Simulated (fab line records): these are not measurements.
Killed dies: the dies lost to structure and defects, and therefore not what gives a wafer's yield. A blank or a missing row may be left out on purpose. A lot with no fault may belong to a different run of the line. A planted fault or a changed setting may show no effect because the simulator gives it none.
fab line records | flow n5-finfet
record lots=10 wafers=30 last-day=17
route steps=1938 shown HKMG_FIN@456 TV_OPEN@1890 PAD_METAL@1893 PASSIVATION@1928
lots that met no fault: taken from a fault-free run of the same line
start-h: hours from the record's first day to the start of the lot's first wafer shown | wait-h: hours from the lot's prior step to this one | " repeats the value in the row above | L1.1+2: one row covering several wafers at once | - value missing, or start not given | * or withheld: withheld | < > ~ a bound
route shown NAME@n: a module of which the file shows steps, and the number in the route of the first | usual: the fault-free wafers' mean and standard deviation | same: alike in all rows | chamber/n: place in a boat | sites: each site's reading | _std_site: standard deviation of those values | _edge_site: mean of outer sites minus mean of inner sites | radius-mm: how far each site lies from the wafer's centre | mask NAME#n: copy n | behind: the last tool/chamber to shape the wafer | hold: why the lot went on hold/how many hours it stayed there/how the hold came to an end | device: the transistor (n, p or np) that didn't switch | end of line: tests of these same wafers at the route's end | a step with no rows: only its recipe | killed: count of dies lost to structure and defects at first sort (not the wafer's yield) | map: the dies of a wafer, with x for killed, . for not killed, _ for no die there
set.NAME: setting as actually run; set.NAME@STEP: the setting as run at that earlier step | model.NAME: the simulator's own value behind a step, which no gauge read
the route's steps for a sample of lots (tables are steps, rows are wafers)
services: the hour from which a tool's chamber was out of use, counted from the record's first day as start-h (under 0 if before that day), plus the number of hours and why
## steps
# step N5_HKMG_FIN_ALD_21
# recipe material=TiN target-thk-a=15 temp-c=400 ald-precursor-family=TiCl4 ald-co-reactant=NH3 pulse-time-s=1 purge-time-s=3 co-reactant-purge-time-s=2 co-reactant-pulse-time-s=2 ald-cycles=68 pressure-torr=3
# usual heater-power-w=873/110 precursor-pulse-height-rel=1.000/0.02
# same ald-cycles=68
# columns lot.wafer tool chamber start-h wait-h heater-power-w precursor-pulse-height-rel
L915.1 ald-metal-03 1 78.76 0.3 874 0.978
L915.3 " 3 " " 998 1.001
L915.5 " 0 " " 824 1.001
L916.1 ald-metal-01 3 89.51 0.3 752 1.008
L916.4 " 1 " " 1070 0.983
L916.6 " 3 " " 763 0.978
L918.2 ald-metal-01 2 95.20 0.3 821 1.025
L918.3 " 3 " " 773 1.007
L918.4 " 1 " " 1093 1.005
L919.1 ald-metal-04 0 106.14 0.3 787 1.023
L919.3 " 2 " " 766 1.009
L919.6 " 1 " " 767 0.984
L921.1 ald-metal-01 0 115.00 0.3 938 0.977
L921.3 " 2 " " 836 1.012
L921.4 " 3 " " 773 1.017
L923.1 ald-metal-01 1 129.44 0.3 1066 1.004
L923.3 " 3 " " 766 0.952
L923.6 " 3 " " 766 0.986
L924.1 ald-metal-01 0 134.04 0.3 941 1.039
L924.2 " 3 " " 779 1.042
L924.3 " 1 " " 1074 1.012
L926.3 ald-metal-04 3 148.09 0.1 777 1.024
L926.5 " 2 " " 748 0.977
L926.6 " 1 " " 809 0.990
L928.1 ald-metal-04 0 154.34 0.3 782 1.016
L928.4 " 1 " " 785 0.990
L928.5 " 1 " " 800 0.970
L932.1 ald-metal-04 3 182.92 0.3 769 1.003
L932.4 " 2 " " 766 0.980
L932.6 " 0 " " 784 1.013
# step N5_PASSIVATION_ETCH_15
# recipe chemistry=CF4/N2 target=SiCN target-depth-a=750 taper-deg=2 time-s=81.2 ion-energy-ev=150 mask-material=SiNx pressure-mtorr=40 source-w=430 bias-w=70 Ar_flow_sccm=100 cf4-flow-sccm=60 n2-flow-sccm=60
# usual bias-w=69.97/0.22 chamber-pressure-mTorr=40.00/0.034 drypump-motor-current-A=5.9/0.32 oes-product-au=0.81/0.08 rf-vpp-V=382.9/1.6 showerhead-plenum-p-Torr=2.23/0.055 throttle-valve-pct=15.46/0.24
# columns lot.wafer tool chamber start-h wait-h bias-w chamber-pressure-mTorr drypump-motor-current-A oes-product-au rf-hours-counter-h rf-vpp-V showerhead-plenum-p-Torr throttle-valve-pct
L918.2 rie-diel-05 0 - - 70.35 39.96 6.1 0.66 248 382.5 2.27 15.75
L918.3 " 1 " " 70.20 40.08 6.1 0.73 173 382.3 2.19 15.52
L918.4 " 2 " " 69.92 39.96 5.0 0.72 211 379.5 2.10 15.44
L915.1 rie-diel-02 2 - - 69.80 39.92 6.2 0.66 248 381.4 2.17 15.51
L915.3 " 1 " " 69.91 39.96 5.7 0.86 40 384.3 2.26 15.24
L915.5 " 2 " " 69.75 40.06 6.1 0.65 - 382.6 2.17 15.49
L916.1 rie-diel-05 3 - - 70.14 39.96 5.8 0.93 15 383.9 2.25 15.27
L916.4 " 2 " " 69.96 40.00 5.0 0.72 - 379.3 2.10 15.42
L916.6 " 1 " " 70.29 39.97 6.0 0.73 - 381.8 2.19 15.54
L919.1 rie-diel-02 0 - - 69.57 40.02 5.4 0.70 207 383.3 2.27 15.94
L919.3 " 3 " " 69.99 40.02 6.2 0.85 71 385.5 2.31 15.32
L919.6 " 3 " " 69.67 40.05 6.2 0.84 - 384.2 2.31 15.31
L921.1 rie-diel-01 2 - - 69.79 40.01 5.8 0.91 47 386.0 2.32 15.27
L921.3 " 1 " " 69.69 39.96 5.8 0.86 35 383.9 2.26 15.46
L921.4 " 3 " " 69.91 39.96 5.8 0.82 102 381.5 2.22 15.54
L923.1 rie-diel-01 0 - - 69.54 39.97 6.3 0.79 104 383.3 2.23 15.75
L923.3 " 2 " " 69.82 39.98 5.8 0.90 50 383.8 2.32 15.28
L923.6 " 3 " " 70.07 40.05 5.8 0.81 - 382.5 2.22 15.57
L924.1 rie-diel-02 1 - - 70.22 39.94 5.7 0.85 56 382.9 2.25 15.27
L924.2 " 0 " " 69.99 40.00 5.4 0.70 216 383.5 2.27 15.94
L924.3 " 3 " " 69.69 40.01 6.3 0.84 80 385.7 2.31 15.32
L926.3 rie-diel-02 3 - - 69.74 40.00 6.3 0.83 85 385.0 2.31 15.34
L926.5 " 3 " " 69.63 40.02 6.2 0.84 - 385.1 2.31 15.34
L926.6 " 0 " " 69.65 40.07 5.4 0.70 - 383.7 2.27 15.97
L928.1 rie-diel-01 0 - - 70.13 39.99 6.3 0.79 114 381.9 2.23 15.77
L928.4 " 1 " " 69.67 39.97 5.8 0.85 - 384.6 2.25 15.48
L928.5 " 2 " " 70.05 40.01 5.8 0.89 - 385.7 2.31 15.30
L932.1 rie-diel-05 3 - - 69.98 40.04 5.8 0.88 45 382.7 2.24 15.35
L932.4 " 1 " " 70.47 40.03 6.0 0.70 205 381.9 2.18 15.58
L932.6 " 3 " " 70.09 40.02 5.8 0.87 - 382.0 2.24 15.35
# step N5_PASSIVATION_DEGAS_18
# recipe ambient=vacuum temp-c=300 time-s=60
# usual heater-power-w=473/30
# columns lot.wafer tool chamber start-h wait-h heater-power-w
L918.2 pvd-sputter-01 - 302.88 0.6 475
L918.3 " - " " 467
L918.4 " - " " 447
L915.1 pvd-sputter-03 - 304.16 0.5 447
L915.3 " - " " 466
L915.5 " - " " 446
L916.1 pvd-sputter-03 - 312.40 0.4 452
L916.4 " - " " 456
L916.6 " - " " 439
L919.1 pvd-sputter-01 - 327.56 0.5 480
L919.3 " - " " 470
L919.6 " - " " 472
L921.1 pvd-sputter-02 - 332.44 0.6 518
L921.3 " - " " 438
L921.4 " - " " 487
L923.1 pvd-sputter-03 - 341.49 0.4 457
L923.3 " - " " 518
L923.6 " - " " 437
L924.1 pvd-sputter-02 - 356.48 0.6 475
L924.2 " - " " 425
L924.3 " - " " 483
L926.3 pvd-sputter-01 - 371.53 0.5 485
L926.5 " - " " 457
L926.6 " - " " 476
L928.1 pvd-sputter-01 - 376.31 0.6 468
L928.4 " - " " 442
L928.5 " - " " 468
L932.1 pvd-sputter-03 - 402.24 0.7 524
L932.4 " - " " 442
L932.6 " - " " 443
# step N5_PASSIVATION_DESCUM_46
# recipe chemistry=O2 time-s=7.9 source-power-w=50 bias-power-w=20 pressure-mtorr=20 rf-frequency-hz=2.712e+07 temp-c=40 o2-flow-sccm=225
# usual chamber-pressure-mTorr=20.000/0.018 drypump-motor-current-A=5.6/0.5 oes-product-au=0.80/0.067 rf-vpp-V=243.1/1.4 showerhead-plenum-p-Torr=2.09/0.077 temp-c=40.00/0.12 throttle-valve-pct=20.39/0.24
# columns lot.wafer tool chamber start-h wait-h chamber-pressure-mTorr drypump-motor-current-A oes-product-au rf-hours-counter-h rf-vpp-V showerhead-plenum-p-Torr temp-c throttle-valve-pct
L918.2 rie-diel-04 1 305.98 0.0 20.000 5.7 0.71 221 240.8 1.98 40.15 20.17
L918.3 " 3 " " 19.966 5.8 0.67 235 243.2 2.07 39.97 20.34
L918.4 " 0 " " 20.001 4.9 0.77 - 241.2 2.02 39.99 20.56
L915.1 rie-diel-06 3 307.13 0.0 20.000 5.0 0.86 69 244.9 2.21 40.10 20.60
L915.3 " 1 " " 20.008 5.9 0.83 80 243.9 2.20 39.76 20.29
L915.5 " 0 " " 19.986 5.3 0.82 - 243.0 2.12 40.07 20.37
L916.1 rie-diel-03 2 315.00 0.0 20.005 5.6 0.78 119 242.4 2.03 39.99 20.67
L916.4 " 1 " " 20.022 6.3 0.75 - 242.7 2.07 39.90 20.06
L916.6 " 2 " " 20.001 5.6 0.78 - 242.0 2.03 39.92 20.66
L919.1 rie-diel-06 3 330.95 0.1 20.041 5.0 0.85 77 245.1 2.20 39.79 20.62
L919.3 " 0 " " 19.994 5.2 0.83 69 243.3 2.11 40.13 20.36
L919.6 " 0 " " 19.993 5.3 0.82 - 242.8 2.11 39.99 20.38
L921.1 rie-diel-03 0 335.09 0.0 20.008 5.2 0.74 154 244.4 2.16 40.15 20.50
L921.3 " 3 " " 19.981 5.7 0.75 151 242.0 2.00 40.08 20.30
L921.4 " 1 " " 19.992 6.3 0.76 148 243.1 2.07 40.09 20.05
L923.1 rie-diel-03 1 344.09 0.0 20.000 6.3 0.75 153 241.6 2.07 39.83 20.06
L923.3 " 0 " " 19.997 5.2 0.74 158 245.6 2.16 40.13 20.49
L923.6 " 1 " " 20.016 6.3 0.75 - 241.6 2.07 39.73 20.05
L924.1 rie-diel-03 1 359.72 0.0 20.014 6.2 0.75 159 242.6 2.07 40.13 20.06
L924.2 " 2 " " 20.023 5.6 0.76 141 241.9 2.02 39.99 20.72
L924.3 " 3 " " 19.985 5.7 0.74 157 242.3 2.00 40.00 20.31
L926.3 rie-diel-04 3 374.88 0.4 19.966 5.8 0.94 6 241.9 2.06 40.20 19.98
L926.5 " 2 " " 19.983 6.8 0.90 - 240.5 2.03 40.06 20.45
L926.6 " 1 " " 20.009 5.7 0.69 - 242.7 1.97 40.12 20.20
L928.1 rie-diel-06 2 379.21 0.3 19.996 5.4 0.85 52 244.6 2.14 39.90 20.46
L928.4 " 3 " " 20.007 5.0 0.83 95 245.6 2.20 39.78 20.63
L928.5 " 3 " " 20.038 4.9 0.84 - 244.9 2.20 39.90 20.64
L932.1 rie-diel-06 3 404.85 0.0 19.987 5.0 0.82 106 242.8 2.19 39.90 20.64
L932.4 " 2 " " 19.991 5.3 0.83 - 243.9 2.14 40.17 20.48
L932.6 " 1 " " 20.003 5.9 0.80 - 243.8 2.18 40.00 20.36
# step N5_PASSIVATION_PROBE_49
# usual defect-limited-yield=91.2/1.4 killed_at_M0_to_M3=34/9.4 killed_at_M4_up=14/5.6 killed-at-contacts=13/7.8 killed-at-front-end=37/10 killed-at-other=4/3.3 killed-dies=103/17 killed-open=68/13 killed-short=33/8.2 sort_bin_5_function=5.1/0.92 sort_bin_6_memory=3.3/0.71 sort_bin_8_speed=0.01/0.043 sort-n-pass=1077/17 sort-yield-pct=91.2/1.4
# same gross-dies=1180 killed-at-back-side=0 sort_bin_4_leakage[%]=0
# columns lot.wafer tool chamber start-h wait-h defect-limited-yield[%] killed_at_M0_to_M3 killed_at_M4_up killed-at-contacts killed-at-front-end killed-at-other killed-dies killed-open killed-short sort_bin_5_function[%] sort_bin_6_memory[%] sort_bin_8_speed[%] sort-n-pass sort-yield-pct[%]
L926.3 prober-01 - 378.02 0.1 91.6 45 6 4 41 3 99 56 43 5.0 3.1 0 1081 91.6
L932.1 prober-01 - 407.89 0.0 88.7 43 12 25 49 4 133 72 61 6.6 4.2 0 1047 88.7
L932.4 prober-01 - 408.04 0.2 77.3 32 20 19 190 7 268 83 31 12.2 5.3 0.08 911 77.2
L932.6 prober-01 - 408.14 0.3 86.4 37 12 25 76 10 160 107 52 7.1 5.8 0 1020 86.4
# killed by level:class
L926.3 BEOL_M0_SAQP:geometric-particle:short=14 BEOL_M0_SAQP:geometric-particle:open=13 FIN_SAQP:geometric-particle:open=11 FIN_SAQP:geometric-particle:short=6 GATE_CUT:geometric-particle:short=6 BEOL_M1:geometric-particle:open=5 BEOL_M2:geometric-particle:open=5 STARTING-WAFER:geometric-particle:short=5
L932.1 FIN_SAQP:geometric-particle:short=21 BEOL_M0_SAQP:geometric-particle:short=16 MOL_CONTACT_COAG:geometric-particle:open=16 BEOL_M0_SAQP:geometric-particle:open=13 MOL_CONTACT_COAG:geometric-particle:short=9 STI_FIN_REVEAL:geometric-particle:open=8 BEOL_M3:geometric-particle:open=5 BEOL_M0:geometric-particle:open=5
L932.4 HKMG_FIN:unspecified=153 MOL_CONTACT_COAG:geometric-particle:open=16 FIN_SAQP:geometric-particle:open=11 BEOL_M0_SAQP:geometric-particle:open=7 BEOL_M2:geometric-particle:open=7 BEOL_M4:geometric-particle:open=6 FIN_SAQP:geometric-particle:short=5 BEOL_M0_SAQP:geometric-particle:short=5
L932.6 MOL_CONTACT_COAG:geometric-particle:open=19 FIN_SAQP:geometric-particle:open=18 STI_FIN_REVEAL:geometric-particle:open=16 FIN_SAQP:geometric-particle:short=15 BEOL_M0_SAQP:geometric-particle:open=10 BEOL_M0_SAQP:geometric-particle:short=10 DUMMY_GATE:geometric-particle:open=7 BEOL_M2:geometric-particle:open=7
## services
# columns tool chamber start-h hours kind
rie-diel-03 0 72.76 9.1 repair
rie-diel-06 - 74.08 0.7 repair
pvd-sputter-03 - 80.21 1.9 repair
ald-metal-04 - 119.93 0.2 repair
ald-metal-04 1 132.88 8.0 repair
pvd-sputter-03 - 144.16 23.3 repair
rie-diel-02 2 177.07 8.7 repair
rie-diel-06 - 202.66 1.0 repair
rie-diel-02 1 203.82 16.6 repair
ald-metal-04 - 206.18 28.1 pm
rie-diel-02 - 263.90 1.7 repair
rie-diel-03 1 265.87 8.3 repair
rie-diel-03 0 314.36 19.1 repair
rie-diel-03 1 319.35 9.5 repair
rie-diel-06 0 335.30 4.4 repair
ald-metal-01 - 337.25 14.0 pm
rie-diel-03 3 338.59 11.0 repair
rie-diel-06 2 379.85 11.7 repair
rie-diel-03 2 380.00 12.7 repair
rie-diel-02 3 383.28 7.3 repair
ald-metal-04 3 386.44 10.5 repair
rie-diel-06 0 386.76 22.5 repair
rie-diel-03 2 394.52 8.1 repair
ald-metal-01 - 396.69 2.8 pm
## key
first-sign step=N5_PASSIVATION_PROBE_49 reading=killed-at-front-end direction=up sigmas=15 usual=37 struck=190
effect step=N5_PASSIVATION_PROBE_49 reading=killed-dies direction=up sigmas=9.7 usual=103 struck=268
more-kills-born-at N5_HKMG_FIN_ALD_21@ald-metal-04=153
met-at N5_HKMG_FIN_ALD_21
struck-lots L932
struck-wafers L932.4
not-acting-at N5_PASSIVATION_ETCH_15,N5_PASSIVATION_DEGAS_18,N5_PASSIVATION_DESCUM_46
onset-between 148.09 182.92
fault kind=chamber-particle-source tool=ald-metal-04 chamber=2 onset-h=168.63 steps=N5_HKMG_FIN_ALD_21 rate-per-visit-cm2=2.0877 end-h=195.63
